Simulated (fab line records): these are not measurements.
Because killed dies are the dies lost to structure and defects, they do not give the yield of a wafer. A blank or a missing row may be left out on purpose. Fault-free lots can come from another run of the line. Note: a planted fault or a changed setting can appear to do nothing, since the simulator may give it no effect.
fab line records | flow n5-finfet
[record] lots = 7 wafers = 39
route steps=1938 shown BEOL_M8@1348 BEOL_M15@1809
start-h: the number of hours between the record's first day and the start of the first shown wafer of the lot | wait-h: time in hours since the lot's previous step | " identical to the entry in the row above | L1.1+2: several wafers, shown together as one row | - either no value or no given start | * or withheld: withheld | < > ~ a bound
route shown NAME@n: names a module that has steps shown in the file, with the first one's number in the route | usual: the fault-free wafers' mean and standard deviation | same: alike in all rows | chamber/n: place in a boat | sites: the reading at each site | _std_site: standard deviation of those values | _edge_site: inner sites' mean taken away from outer sites' mean | radius-mm: for every site, how far away it sits from the centre of the wafer | mask NAME#n: copy n | behind: tool/chamber where the wafer was last shaped | hold: reason for holding the lot/hours on hold/outcome of the hold | device: whichever transistor did not switch (one of n, p or np) | end of line: tests run on the same wafers once the route is complete | a step without rows: its recipe alone | killed: at the first sort, the dies lost to defects and structure; wafer yield is something else | map: a wafer's dies, marking killed ones x, the rest . and places with no die _
set.NAME: the setting that was run; set.NAME@STEP: the one run at that earlier step | model.NAME: the simulator's own value behind a step, which no gauge read
lots where settings were altered on purpose, with a table for each step and a row for each wafer
[[steps]]
[step N5_BEOL_M8_DESCUM_16]
[recipe] chemistry = O2 time-s = 7.9 source-power-w = 50 bias-power-w = 20 pressure-mtorr = 20 rf-frequency-hz = 2.712e+07 temp-c = 40 resist = CAR-ArF o2-flow-sccm = 225
// columns lot.wafer tool chamber start-h wait-h set.time-s model.CAR-ArF_of_BEOL_M8_COAT_05.thk-nm
L074.1+3+5 rie-diel-01 2,1,1 209.03 0.0 12.12 81.2
L074.2 " 0 " " 7.9 84
L074.4+6 " 0,2 " " 7.9 83.8
L077.1 rie-diel-01 0 227.48 0.1 9.691 82.8
L077.2+3+6 " 1,2,1 " " 7.9 83.6
L077.4 " 3 " " 9.691 82.6
L077.5 " 0 " " 9.691 82.2
L082.1 rie-diel-04 1 248.71 0.3 7.9 83.6
L082.2 " 3 " " 7.9 83.4
L082.3 " 0 " " 3.594 86.2
L082.4 " 2 " " 7.9 83.8
L082.5+6 " 3,0 " " 3.594 86.4
L088.1+2+5 rie-diel-01 0,2,3 288.46 0.0 7.9 84
L088.3 " 3 " " 7.9 84.2
L088.4+6 " 1,2 " " 7.9 83.8
L089.1+2 rie-diel-01 0,2 297.65 0.1 3.46 86.2
L089.3 " 3 " " 3.46 86
L089.4+5 " 1,0 " " 7.9 83.6
L089.6 " 1 " " 7.9 83.2
L093.1+5 rie-diel-01 3,0 328.60 0.0 7.9 83.8
L093.4 " 2 " " 7.9 84
L095.1 rie-diel-01 0 338.18 0.0 7.9 84.4
L095.2+3 " 1,2 " " 7.9 84
L095.4+6 " 0,1 " " 7.9 84.2
L095.5 " 2 " " 7.9 83.8
[step N5_BEOL_M8_ETCH_66]
[recipe] chemistry = N2/H2 target = SOC target-depth-a = 800 overetch-a = 160 mask-material = SiARC temp-c = 40 time-s = 120 ion-energy-ev = 200 pressure-mtorr = 30 source-w = 840 bias-w = 150 n2-flow-sccm = 200 h2-flow-sccm = 200
// columns lot.wafer tool chamber start-h wait-h set.target-depth-a model.SiARC_of_BEOL_M8_COAT_64.thk-nm
L074.1+6 rie-diel-04 3 210.34 0.0 800 6.2
L074.2+3+5 " 0,2,0 " " 1261 3.8
L074.4 " 2 " " 800 6.4
L077.1+2+4+5 rie-diel-04 1,0,0,1 231.21 0.0 800 6.6
L077.3+6 " 3 " " 800 6.2
L082.1+3+4+6 rie-diel-05 3,2,2,3 250.84 0.0 800 6.4
L082.2+5 " 1 " " 800 7
L088.1+5 rie-diel-04 0 291.04 0.0 800 6.4
L088.2+6 " 3 " " 1269 3.4
L088.3 " 2 " " 1269 3.6
L088.4 " 1 " " 800 6.6
L089.1 rie-diel-01 2 299.55 0.0 800 6
L089.2 " 1 " " 800 6.8
L089.3+5 " 0 " " 650.1 7.2
L089.4 " 3 " " 800 6.4
L089.6 " 1 " " 650.1 7.6
L093.1+5 rie-diel-05 0 330.76 0.0 800 6.6
L093.4 " 2 " " 800 6.4
L095.1 rie-diel-04 3 342.20 0.0 1129 4.2
L095.2+6 " 0 " " 800 6.4
L095.3 " 2 " " 1129 4.4
L095.4 " 1 " " 1129 4.8
L095.5 " 3 " " 800 6.2
[step N5_BEOL_M15_TRENCH_ETCH_34]
[recipe] chemistry = C4F8/O2/Ar target = SiO2 target-depth-a = 8729.3 he-inner-torr = 15 he-outer-torr = 30 time-s = 199 ion-energy-ev = 800 pressure-mtorr = 20 source-w = 1905 bias-w = 2040 Ar_flow_sccm = 400 C4F8_flow_sccm = 16 O2_flow_sccm = 12
// columns lot.wafer tool chamber start-h wait-h set.target-depth-a model.etch.depth-nm model.coat_of_BEOL_M15_COAT_22.thk-nm
L074.1 rie-diel-02 2 270.10 0.0 8729.3 871.7 545.8
L074.2 " 1 " " 13460 1308 458.8
L074.3 " 3 " " 8729.3 867.2 541.8
L074.4 " 0 " " 8729.3 844.1 548.2
L074.5 " 2 " " 13460 1336 451.8
L074.6 " 3 " " 13460 1347 446.2
L077.1 rie-diel-02 0 274.68 0.0 4814 467.6 628.8
L077.2 " 2 " " 8729.3 871.1 549.4
L077.3 " 1 " " 4814 466.1 629
L077.4 " 3 " " 8729.3 864.4 545.2
L077.5 " 1 " " 8729.3 845.7 554.6
L077.6 " 0 " " 4814 465 630.8
L082.1 rie-diel-06 2 296.51 0.0 8729.3 827.1 560.6
L082.2 " 1 " " 8729.3 908.6 544.4
L082.3 " 0 " " 12860 1305 456.4
L082.4 " 3 " " 12860 1295 469
L082.5 " 0 " " 8729.3 895.6 539
L082.6 " 1 " " 12860 1332 460.2
L088.1 rie-diel-02 1 343.76 0.0 8729.3 852.5 553
L088.2 " 2 " " 8729.3 858.4 552.2
L088.3 " 3 " " 8729.3 874.3 542.6
L088.4 " 0 " " 8729.3 883.6 543.8
L088.5 " 3 " " 8729.3 870.7 545.2
L088.6 " 0 " " 8729.3 873.2 545.4
L089.1 rie-diel-03 3 351.48 0.0 13190 1297 464.2
L089.2 " 2 " " 13190 1299 456
L089.3 " 1 " " 8729.3 867.9 545
L089.4 " 0 " " 8729.3 868.4 543.4
L089.5 " 3 " " 8729.3 866.4 547.2
L089.6 " 0 " " 13190 1318 454.4
L093.1 rie-diel-03 1 380.74 0.0 8729.3 876.7 543
L093.4 " 3 " " 8729.3 877.3 545.8
L093.5 " 2 " " 8729.3 874.9 539.2
L095.1 rie-diel-06 1 392.17 0.0 8729.3 907.5 539.6
L095.2 " 3 " " 8729.3 882 543.8
L095.3 " 0 " " 8729.3 896.7 533.6
L095.4 " 2 " " 8729.3 829.2 558.6
L095.5 " 2 " " 8729.3 819.9 560.2
L095.6 " 1 " " 8729.3 906.9 539.6
[step N5_BEOL_M15_STRIP_36]
[recipe] chemistry = O2 power-w = 600 temp-c = 60 pressure-mtorr = 30 rf-frequency-hz = 6e+07 bias-power-w = 0 overash-fraction = 0.3 o2-flow-sccm = 225
[step N5_BEOL_M15_ECD_47]
[recipe] material = Cu target-thk-a = 18600
[step N5_BEOL_M15_ANNEAL_48]
[recipe] temp-c = 225 time-s = 90 ambient = N2
[step N5_BEOL_M15_CMP_49]
[recipe] stop-on = SiO2 t-overpolish-s = 4.9 down-force-psi = 2 platen-rpm = 80 clearing-platen-down-force-psi = 2 clearing-platen-rpm = 80 post-cmp-clean = cu-alkaline target-thk-nm = 850 clearing-platen-pad-velocity-m-s = 1.5917 pad-velocity-m-s = 1.5917
// columns lot.wafer tool chamber start-h wait-h set.target-depth-a@BEOL_M15_TRENCH_ETCH_34 model.Cu_of_BEOL_M15_ECD_47.thk-nm
L074.4 cmp-03 1 274.74 0.1 8729.3 821
L074.3 " 2 " " 8729.3 844.8
L074.2 " 3 " " 13460 1283
L074.1 " 0 " " 8729.3 851.8
L074.5 " 1 " " 13460 1313
L074.6 " 2 " " 13460 1323
L077.2 cmp-03 1 276.92 0.2 8729.3 846.2
L077.4 " 2 " " 8729.3 842.4
L077.1 " 3 " " 4814 441.6
L077.3 " 0 " " 4814 445.2
L077.5 " 1 " " 8729.3 823
L077.6 " 2 " " 4814 441.2
L082.2 cmp-01 1 300.48 0.2 8729.3 887.2
L082.3 " 2 " " 12860 1284
L082.1 " 3 " " 8729.3 807.6
L082.4 " 0 " " 12860 1274
L082.5 " 1 " " 8729.3 873.6
L082.6 " 2 " " 12860 1312
L088.1 cmp-04 0 347.63 0.3 8729.3 828.2
L088.4 " 1 " " 8729.3 859.4
L088.3 " 2 " " 8729.3 851.6
L088.2 " 3 " " 8729.3 834.8
L088.5 " 0 " " 8729.3 845.6
L088.6 " 1 " " 8729.3 847.6
L089.2 cmp-04 1 353.62 0.2 13190 1274
L089.1 " 2 " " 13190 1272
L089.4 " 3 " " 8729.3 843.6
L089.3 " 0 " " 8729.3 843.2
L089.6 " 1 " " 13190 1292
L089.5 " 2 " " 8729.3 842.8
L093.4 cmp-04 2 383.31 0.1 8729.3 854
L093.1 " 3 " " 8729.3 852
L093.5 " 2 " " 8729.3 850.4
L095.4 cmp-04 1 398.97 0.1 8729.3 803.6
L095.3 " 2 " " 8729.3 872
L095.1 " 3 " " 8729.3 882.2
L095.2 " 0 " " 8729.3 856.2
L095.5 " 1 " " 8729.3 794.8
L095.6 " 2 " " 8729.3 881.8
[step N5_BEOL_M15_THK_MEAS_50]
[recipe] thk-meas-gauge = xrf reads = Cu_of_BEOL_M15_ECD_47
[usual] M15_THK = 832/26
// columns lot.wafer tool chamber start-h wait-h set.target-depth-a@BEOL_M15_TRENCH_ETCH_34 M15_THK[nm]
L074.1 film-metro-01 - 275.04 - 8729.3 836
L074.2 " - " " 13460 1246
L074.3 " - " " 8729.3 824
L074.4 " - " " 8729.3 803
L074.5 " - " " 13460 1278
L074.6 " - " " 13460 1289
L077.1 film-metro-02 - 277.22 - 4814 436
L077.2 " - " " 8729.3 836
L077.3 " - " " 4814 438
L077.4 " - " " 8729.3 834
L077.5 " - " " 8729.3 815
L077.6 " - " " 4814 435
L082.1 film-metro-02 - 300.78 - 8729.3 800
L082.2 " - " " 8729.3 880
L082.3 " - " " 12860 1274
L082.4 " - " " 12860 1268
L082.5 " - " " 8729.3 865
L082.6 " - " " 12860 1299
L088.1 film-metro-01 - 347.92 - 8729.3 816
L088.2 " - " " 8729.3 818
L088.3 " - " " 8729.3 833
L088.4 " - " " 8729.3 843
L088.5 " - " " 8729.3 831
L088.6 " - " " 8729.3 835
L089.1 film-metro-02 - 353.91 - 13190 1245
L089.2 " - " " 13190 1241
L089.3 " - " " 8729.3 824
L089.4 " - " " 8729.3 826
L089.5 " - " " 8729.3 819
L089.6 " - " " 13190 1268
L093.1 film-metro-01 - 383.60 - 8729.3 826
L093.4 " - " " 8729.3 827
L093.5 " - " " 8729.3 820
L095.1 film-metro-02 - 399.26 - 8729.3 859
L095.2 " - " " 8729.3 833
L095.3 " - " " 8729.3 849
L095.4 " - " " 8729.3 784
L095.5 " - " " 8729.3 774
L095.6 " - " " 8729.3 861
[step N5_BEOL_M15_PRE_CLEAN_52]
[recipe] gas = NH3 time-s = 15 temp-c = withheld rf-power-w = 300
[step N5_BEOL_M15_DEP_53]
[recipe] material = SiCN target-thk-a = 500 temp-c = withheld precursor = 3MS/NH3 pressure-torr = 3 rf-w = 675 time-s = 17.8
[step N5_BEOL_M15_RS_MEAS_54]
[recipe] thk-meas-gauge = four-point-probe reads = Cu_of_BEOL_M15_ECD_47+Ta_of_BEOL_M15_SPUTTER_44+TaN_of_BEOL_M15_SPUTTER_43
[usual] M15_RS = 0.0216/0.00066
// columns lot.wafer tool chamber start-h wait-h set.target-depth-a@BEOL_M15_TRENCH_ETCH_34 M15_RS[ohm/sq]
L074.1 film-metro-02 - 275.17 0.0 8729.3 0.0215
L074.2 " - " " 13460 0.0142
L074.3 " - " " 8729.3 0.0217
L074.4 " - " " 8729.3 0.0222
L074.5 " - " " 13460 0.0139
L074.6 " - " " 13460 0.0137
L077.1 film-metro-01 - 277.35 0.0 4814 0.0420
L077.2 " - " " 8729.3 0.0216
L077.3 " - " " 4814 0.0417
L077.4 " - " " 8729.3 0.0218
L077.5 " - " " 8729.3 0.0222
L077.6 " - " " 4814 0.0421
L082.1 film-metro-02 - 300.94 0.1 8729.3 0.0226
L082.2 " - " " 8729.3 0.0206
L082.3 " - " " 12860 0.0141
L082.4 " - " " 12860 0.0143
L082.5 " - " " 8729.3 0.0209
L082.6 " - " " 12860 0.0139
L088.1 film-metro-01 - 348.05 0.0 8729.3 0.0221
L088.2 " - " " 8729.3 0.0219
L088.3 " - " " 8729.3 0.0215
L088.4 " - " " 8729.3 0.0213
L088.5 " - " " 8729.3 0.0216
L088.6 " - " " 8729.3 0.0216
L089.1 film-metro-02 - 354.04 0.0 13190 0.0143
L089.2 " - " " 13190 0.0143
L089.3 " - " " 8729.3 0.0217
L089.4 " - " " 8729.3 0.0217
L089.5 " - " " 8729.3 0.0217
L089.6 " - " " 13190 0.0141
L093.1 film-metro-02 - 383.73 0.0 8729.3 0.0215
L093.4 " - " " 8729.3 0.0214
L093.5 " - " " 8729.3 0.0215
L095.1 film-metro-02 - 399.39 0.0 8729.3 0.0207
L095.2 " - " " 8729.3 0.0214
L095.3 " - " " 8729.3 0.0210
L095.4 " - " " 8729.3 0.0228
L095.5 " - " " 8729.3 0.0231
L095.6 " - " " 8729.3 0.0208
[[key]]
[split] step = N5_BEOL_M8_DESCUM_16 setting = time-s stated = 7.9 by = wafer
[response] step = N5_BEOL_M8_DESCUM_16 reading = model.CAR-ArF_of_BEOL_M8_COAT_05.thk-nm change = -0.049 per = 1% r = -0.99
[split] step = N5_BEOL_M8_ETCH_66 setting = target-depth-a stated = 800 by = wafer
[response] step = N5_BEOL_M8_ETCH_66 reading = model.SiARC_of_BEOL_M8_COAT_64.thk-nm change = -0.0468 per = 1% r = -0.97
[split] step = N5_BEOL_M15_TRENCH_ETCH_34 setting = target-depth-a stated = 8729.3 by = wafer
[response] step = N5_BEOL_M15_TRENCH_ETCH_34 reading = model.etch.depth-nm change = +8.77 per = 1% r = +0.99
[response] step = N5_BEOL_M15_TRENCH_ETCH_34 reading = model.coat_of_BEOL_M15_COAT_22.thk-nm change = -1.75 per = 1% r = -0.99
[response] step = N5_BEOL_M15_CMP_49 reading = model.Cu_of_BEOL_M15_ECD_47.thk-nm change = +8.76 per = 1% r = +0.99
[response] step = N5_BEOL_M15_THK_MEAS_50 reading = M15_THK change = +8.6 per = 1% r = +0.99
[response] step = N5_BEOL_M15_RS_MEAS_54 reading = M15_RS shape = bent at-lowest = 0.0420 at-stated = 0.0216 at-highest = 0.0139
